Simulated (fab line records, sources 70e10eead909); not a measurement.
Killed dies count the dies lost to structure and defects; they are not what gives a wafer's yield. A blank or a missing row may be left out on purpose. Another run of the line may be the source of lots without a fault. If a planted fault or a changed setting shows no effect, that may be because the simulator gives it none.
Which tool is to blame? | flow nandHarc | 38 wafers from 13 lots sampled at 5 of the route's 1302 steps

== WHAT THE GAUGES READ, wafer by wafer ==
NHARC_P_ZERO_WELL_CD_MEAS_24 targets a cd of 720 nm.
lot  | measured     | on       | cdNm (nm)
L379 | day 2 02:22  | cdSem-02 | 719 723 724
L380 | day 2 08:35  | cdSem-03 | 720 719 715
L381 | day 2 18:31  | cdSem-03 | 722 721 723
L383 | day 3 14:30  | cdSem-03 | 720 721 723
L384 | day 4 00:31  | cdSem-03 | 722 716 723
L385 | day 4 10:31  | cdSem-03 | 721 719 715
L386 | day 4 20:35  | cdSem-03 | 711 719 715
L387 | day 5 06:34  | cdSem-01 | 721 719 715
L390 | day 6 12:28  | cdSem-03 | 719 714 718
L394 | day 8 04:22  | cdSem-02 | 720 719 714
L396 | day 9 00:30  | cdSem-03 | 724 720 724
L398 | day 9 20:28  | cdSem-02 | 721 721 719
L399 | day 10 06:29 | cdSem-03 | 723 723

NHARC_P_STI_OCD_MEAS_43.
lot  | measured     | on     | trenchDepthNm (nm) | trenchFootCdNm (nm)
L379 | day 3 02:53  | ocd-02 | 307 306 304        | 161 158 157
L380 | day 3 02:43  | ocd-01 | 310 307 306        | 149 152 154
L381 | day 3 15:55  | ocd-01 | 306 304 295        | 162 162 161
L383 | day 4 12:41  | ocd-01 | 301 305 299        | 161 156 159
L384 | day 4 22:12  | ocd-02 | 295 311 312        | 163 160 158
L385 | day 5 10:44  | ocd-01 | 301 302 306        | 164 161 155
L386 | day 5 19:53  | ocd-01 | 290 302 300        | 159 160 162
L387 | day 6 04:07  | ocd-01 | 305 306 306        | 157 159 152
L390 | day 7 11:11  | ocd-02 | 301 301 301        | 161 158 159
L394 | day 9 01:50  | ocd-02 | 299 293 299        | 164 160 157
L396 | day 9 21:02  | ocd-01 | 314 309 310        | 154 155 156
L398 | day 10 19:08 | ocd-02 | 301 308 311        | 158 157 158
L399 | day 11 04:40 | ocd-02 | 316 296            | 155 161

NHARC_END_SORT_01.
lot  | measured     | on        | killedAtArray | killedAtOther | killedAtPeriphery | killedDies | killedOpen | killedShort
L396 | day 31 18:07 | prober-01 | 62 71 60      | 0 0 0         | 5 3 11            | 67 74 71   | 1 4 4      | 1 0 3
L398 | day 32 06:26 | prober-01 | 69 79 85      | 1 0 2         | 23 7 6            | 93 86 93   | 0 4 3      | 1 3 1
L399 | day 32 18:16 | prober-01 | 48 48         | 4 4           | 32 17             | 84 69      | 5 2        | 4 3

== WHAT TOOL EACH LOT RAN ON (gives the tool, then ch and the chambers of the sampled wafers, and finally the start) ==
lot  | NHARC_P_STI_ETCH_31              | NHARC_P_STI_CMP_21
L379 | rieDiel-01 ch 0,1,2, day 3 02:01 | cmp-02 ch 0,1, day 3 20:12
L380 | rieDiel-08 ch 0,1, day 3 01:51   | cmp-01 ch 0,1, day 3 20:12
L381 | rieDiel-01 ch 2,3, day 3 15:03   | cmp-03 ch 1,2, day 4 10:02
L383 | rieDiel-08 ch 0,1,3, day 4 11:50 | cmp-02 ch 2,3, day 5 09:04
L384 | rieDiel-01 ch 0,2,3, day 4 21:20 | cmp-01 ch 0,2,3, day 5 16:03
L385 | rieDiel-01 ch 1,2, day 5 09:52   | cmp-01 ch 0,1, day 6 03:51
L386 | rieDiel-08 ch 1,2, day 5 19:01   | cmp-02 ch 1,3, day 6 19:56
L387 | rieDiel-01 ch 2,3, day 6 03:14   | cmp-01 ch 1,3, day 7 02:02
L390 | rieDiel-08 ch 0,3, day 7 10:19   | cmp-03 ch 1,2,3, day 8 07:17
L394 | rieDiel-01 ch 1,2,3, day 9 00:59 | cmp-02 ch 0,2, day 9 17:10
L396 | rieDiel-08 ch 0,2,3, day 9 20:11 | cmp-02 ch 0,1,2, day 10 13:41
L398 | rieDiel-08 ch 0,1, day 10 18:17  | cmp-02 ch 0,1,3, day 11 11:46
L399 | rieDiel-08 ch 0,3, day 11 03:48  | cmp-01 ch 0, day 11 21:35
- NHARC_P_STI_ETCH_31: etches the open film in CF4/CHF3, target depth 108.9 nm, time 54.5 s.
- NHARC_P_STI_CMP_21: polishes, t overpolish 20 s, target thk 380.67 nm.

== WHAT THE TOOLS THEMSELVES READ (means of the sampled wafers that have a number; where no wafer has one, the mark that the record gives instead) ==
NHARC_P_STI_ETCH_31.
lot  | tool       | drypumpMotorCurrentA (A) | oesProductAu (a.u.) | rfVppV (V) | runLengthS (s) | showerheadPlenumPTorr (Torr) | throttleValvePct (%)
L379 | rieDiel-01 | 5.64                     | 0.966               | 371.1      | 75.6           | 1.58                         | 16.805
L380 | rieDiel-08 | 5.55                     | 0.964               | 368.8      | 76.0           | 1.54                         | 16.801
L381 | rieDiel-01 | 5.73                     | 0.929               | 370.6      | 76.2           | 1.61                         | 16.806
L383 | rieDiel-08 | 5.59                     | 0.981               | 369.6      | 75.4           | 1.53                         | 16.802
L384 | rieDiel-01 | 5.86                     | 0.943               | 371.0      | 75.6           | 1.60                         | 16.800
L385 | rieDiel-01 | 5.42                     | 0.956               | 372.2      | 75.6           | 1.60                         | 16.803
L386 | rieDiel-08 | 5.67                     | 0.968               | 370.8      | 75.8           | 1.58                         | 16.798
L387 | rieDiel-01 | 5.85                     | 0.932               | 372.6      | 75.7           | 1.64                         | 16.805
L390 | rieDiel-08 | 5.54                     | 0.981               | 370.3      | 75.7           | 1.54                         | 16.803
L394 | rieDiel-01 | 5.64                     | 0.943               | 372.8      | 75.9           | 1.62                         | 16.804
L396 | rieDiel-08 | 5.61                     | 0.968               | 371.5      | 72.4           | 1.59                         | 16.797
L398 | rieDiel-08 | 5.56                     | 0.960               | 368.9      | 72.5           | 1.54                         | 16.801
L399 | rieDiel-08 | 5.54                     | 0.969               | 368.2      | 66.0           | 1.54                         | 16.801

NHARC_P_STI_CMP_21.
lot  | tool   | motorCurrentA (A) | overpolishRunS (s) | slurryFilterDpKPa (kPa)
L379 | cmp-02 | 11.9              | 19.998             | 13.58
L380 | cmp-01 | 11.1              | 19.999             | 13.49
L381 | cmp-03 | 11.9              | 19.993             | 13.50
L383 | cmp-02 | 11.8              | 19.996             | 13.50
L384 | cmp-01 | 11.7              | 20.003             | 13.62
L385 | cmp-01 | 11.7              | 20.000             | 13.60
L386 | cmp-02 | 12.7              | 20.004             | 13.57
L387 | cmp-01 | 11.6              | 19.998             | 13.49
L390 | cmp-03 | 11.8              | 19.996             | 13.54
L394 | cmp-02 | 11.1              | 20.002             | 13.48
L396 | cmp-02 | 11.6              | 19.998             | 13.41
L398 | cmp-02 | 12.6              | 20.004             | 13.38
L399 | cmp-01 | 12.8              | 20.005             | 13.43

== THE ANSWER, worked out from the rows above alone ==
Rule: what is usual is taken from the lots themselves. The widest of any qualifying gaps counts: lots, ordered by their means at a reading, are off when they make up no more than a third of the lots, leave a main group of 4 or more, and stand apart from it by 3 or more times the standard deviation of that group's means. A main group is skipped when, at the precision printed for the reading in the tables above, its means are all equal. A lot without any number at a reading at which 4 lots or more have one is off too. Where the step has rows for the other lots, those lots are counted as sound. After the gauges, taken in route order, come the tools' own readings; for these a lot's mean is taken, as printed above. At the first step where some lot is off, the reading lying furthest off is the one used; lots without a number count as furthest.
Off, at NHARC_P_STI_ETCH_31 on runLengthS: L396, L398, L399. The main group: mean 75.8 s, standard deviation 0.22.
A tool fits if, at that step or a process step before it, it ran every lot that is off, and no sound lot after the first of them. One fits: rieDiel-08 at NHARC_P_STI_ETCH_31. A fault onset in the window from L390 (day 7 10:19, its last sound lot) to L396 (day 9 20:11, its first lot off) fits.
On the lots that are off, the tool's own readings at NHARC_P_STI_ETCH_31 differ by more than 5 times the standard deviation of the sound lots' means, which bears it out; runLengthS reads 70.3 s there versus 75.8 s on the sound lots.

== WHAT HAD BEEN PUT IN BY THE SIMULATOR ==
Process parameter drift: rieDiel-08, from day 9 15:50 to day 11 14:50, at NHARC_P_STI_ETCH_31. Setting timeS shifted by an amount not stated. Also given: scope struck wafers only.
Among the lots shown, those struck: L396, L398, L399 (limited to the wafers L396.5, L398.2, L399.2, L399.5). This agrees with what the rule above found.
